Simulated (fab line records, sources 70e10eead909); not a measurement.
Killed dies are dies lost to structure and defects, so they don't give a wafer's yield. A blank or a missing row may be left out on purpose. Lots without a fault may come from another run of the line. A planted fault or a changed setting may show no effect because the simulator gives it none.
Tool commonality check | flow nand_harc | 14 lots, 42 wafers sampled

WHY IT WAS OPENED
At NHARC_A_ONON_D1_THK_MEAS_11 the reading thk_nm is flagged on 2 of 14 lots. Wafers without a fault read 1001 nm, standard deviation 9.4.
Rule: a lot is flagged when every wafer of it that has a number lies more than 4 standard deviations from that mean, or none has a number. The other lots count as sound.

lot  | measured     | on            | thk_nm (nm), wafer by wafer | flag
L178 | day 8 06:16  | film_metro-01 | 993 991 991                 |
L180 | day 8 06:25  | film_metro-01 | 988 990 987                 |
L179 | day 8 06:38  | film_metro-01 | 998 1000 1000               |
L181 | day 8 20:13  | film_metro-02 | 1009 1011 1010              |
L182 | day 9 03:50  | film_metro-01 | 996 993 993                 |
L185 | day 9 16:11  | film_metro-01 | 1549 1550 1549              | FLAGGED
L186 | day 10 01:33 | film_metro-02 | 1525 1527 1527              | FLAGGED
L191 | day 10 20:19 | film_metro-02 | 1011 1013 1013              |
L192 | day 11 12:59 | film_metro-02 | 1001 1000 1002              |
L193 | day 11 13:00 | film_metro-01 | 1003 1002 1003              |
L195 | day 12 05:44 | film_metro-02 | 1014 1010 1012              |
L198 | day 13 00:04 | film_metro-02 | 1010 1010 1011              |
L200 | day 13 00:05 | film_metro-01 | 994 996 997                 |
L199 | day 13 05:49 | film_metro-01 | 1003 1003 1002              |
The numbers of the flagged lots are 1538 nm on average: +537 nm against the usual, or +57 standard deviations.

WHICH TOOL RAN EACH LOT
The record holds 1 process step before the reading, out of a route of 1159 steps. In each cell: the tool, then ch and the chambers that the sampled wafers went through, then the start.
lot  | flag    | NHARC_A_ONON_D1_DEP_09
L178 |         | pecvd_onon-01 ch 0, day 8 05:49
L180 |         | pecvd_onon-02 ch 0, day 8 05:58
L179 |         | pecvd_onon-01 ch 0, day 8 06:07
L181 |         | pecvd_onon-01 ch 0, day 8 19:42
L182 |         | pecvd_onon-03 ch 0, day 9 03:22
L185 | FLAGGED | pecvd_onon-02 ch 0, day 9 15:44
L186 | FLAGGED | pecvd_onon-02 ch 0, day 10 01:05
L191 |         | pecvd_onon-03 ch 0, day 10 19:59
L192 |         | pecvd_onon-03 ch 0, day 11 12:29
L193 |         | pecvd_onon-01 ch 0, day 11 12:29
L195 |         | pecvd_onon-01 ch 0, day 12 05:13
L198 |         | pecvd_onon-01 ch 0, day 12 23:33
L200 |         | pecvd_onon-03 ch 0, day 12 23:34
L199 |         | pecvd_onon-01 ch 0, day 13 05:20
What these steps do:
- NHARC_A_ONON_D1_DEP_09: target thk 1000 nm.
- NHARC_A_ONON_D1_THK_MEAS_11: measures by ellipsometry.

FLAGGED OVER TOTAL, TOOL BY TOOL (the gauges that took the reading come last)
step                        | tool          | lots run | flagged | share of the flagged lots | sound lots run after its first flagged lot
NHARC_A_ONON_D1_DEP_09      | pecvd_onon-01 | 7        | 0       | none                      | -
NHARC_A_ONON_D1_DEP_09      | pecvd_onon-02 | 3        | 2       | all                       | 0
NHARC_A_ONON_D1_DEP_09      | pecvd_onon-03 | 4        | 0       | none                      | -
NHARC_A_ONON_D1_THK_MEAS_11 | film_metro-01 | 8        | 1       | some                      | 3 (L193,L200,L199)
NHARC_A_ONON_D1_THK_MEAS_11 | film_metro-02 | 6        | 1       | some                      | 4 (L191,L192,L195,L198)

WHAT THE TABLE ALLOWS
1 row of the table ran every flagged lot: pecvd_onon-02 at NHARC_A_ONON_D1_DEP_09.
- pecvd_onon-02 at NHARC_A_ONON_D1_DEP_09: 2 of its 3 lots flagged. Its last sound lot is L180 (day 8 05:58), its first flagged lot L185 (day 9 15:44): a fault that began between those two fits.
One tool is left: pecvd_onon-02 at NHARC_A_ONON_D1_DEP_09.

WHAT THE SIMULATOR HAD PUT IN
Process parameter drift: pecvd_onon-02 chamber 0, from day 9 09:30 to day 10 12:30, at NHARC_A_ONON_D1_DEP_09. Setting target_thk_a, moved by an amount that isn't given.
Lots struck among those shown: L185, L186. The rule above found the same.
